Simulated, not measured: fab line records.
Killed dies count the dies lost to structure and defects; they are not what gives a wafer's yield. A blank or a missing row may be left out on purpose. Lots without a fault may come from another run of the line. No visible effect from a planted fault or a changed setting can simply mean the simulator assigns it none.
Which tool was responsible? | flow nand-harc | Sampling: 6 lots, 18 wafers, 5 of 1302 route steps

## WHAT THE GAUGES READ, wafer by wafer
NHARC_END_SORT_01.
lot  | measured     | on        | defect-limited-yield (%)
L560 | day 26 07:54 | prober-02 | 92.0 92.9 91.1
L562 | day 26 22:43 | prober-01 | 91.1 87.7 89.1

## EACH LOT AND THE TOOL THAT RAN IT (in order: tool; ch and the chambers of the sampled wafers; start)
lot  | NHARC_P_M1_PRE_CLEAN_32         | NHARC_P_M1_DEP_33               | NHARC_P_M2_ETCH_35                 | NHARC_P_M2_ETCH_28
L558 | pecvd-03 ch 1,2, day 7 01:44    | pecvd-03 ch 1,2, day 7 01:50    | rie-diel-01 ch 0,2, day 7 03:20    | rie-diel-01 ch 0,2,3, day 7 03:53
L560 | pecvd-04 ch 0,2, day 8 02:59    | pecvd-04 ch 0,2, day 8 03:03    | rie-diel-02 ch 1,2, day 8 04:36    | rie-diel-01 ch 0,1, day 8 05:10
L562 | pecvd-04 ch 0,1,2, day 8 23:38  | pecvd-04 ch 0,1,2, day 8 23:43  | rie-diel-09 ch 0,1, day 9 01:08    | rie-diel-01 ch 2,3, day 9 01:41
L565 | pecvd-04 ch 1,2, day 10 01:12   | pecvd-04 ch 1,2, day 10 01:19   | rie-diel-01 ch 0,2,3, day 10 02:48 | rie-diel-01 ch 1,2,3, day 10 03:20
L576 | pecvd-02 ch 0,1,2, day 14 16:31 | pecvd-02 ch 0,1,2, day 14 16:37 | rie-diel-01 ch 0,2,3, day 14 18:06 | rie-diel-02 ch 1,2,3, day 14 18:38
L579 | pecvd-02 ch 0,1, day 15 23:50   | pecvd-02 ch 0,1, day 15 23:56   | rie-diel-01 ch 0,1,2, day 16 01:25 | rie-diel-02 ch 2,3, day 16 01:57
- NHARC_P_M1_PRE_CLEAN_32: time 12 s.
- NHARC_P_M1_DEP_33: deposits SiCN, target thk 30 nm.
- NHARC_P_M2_ETCH_35: etches the open film in N2/H2, target depth 40 nm, overetch 12 nm, time 43.94 s.
- NHARC_P_M2_ETCH_28: etches the open film in CF4/N2, target depth 30 nm, time 72.99 s.

## THE ANSWER, worked out from the rows above alone
Rule: what is usual is taken from the lots themselves. Put in order of their means at a reading, lots are off if they are a third of the lots or fewer, leave a main group of 4 or more, and stand apart from it by a gap of 3 or more times the standard deviation of the main group's means; of several such gaps the widest counts. The tables above print the reading to a certain number of digits; a main group whose means all agree to those digits is not used. Also off: a lot with no number at a reading for which 4 or more lots have one. The other lots that the step has rows for count as sound.
No lot is off at any reading shown: from this, nothing can be told.

## WHAT THE SIMULATOR HAD PUT IN
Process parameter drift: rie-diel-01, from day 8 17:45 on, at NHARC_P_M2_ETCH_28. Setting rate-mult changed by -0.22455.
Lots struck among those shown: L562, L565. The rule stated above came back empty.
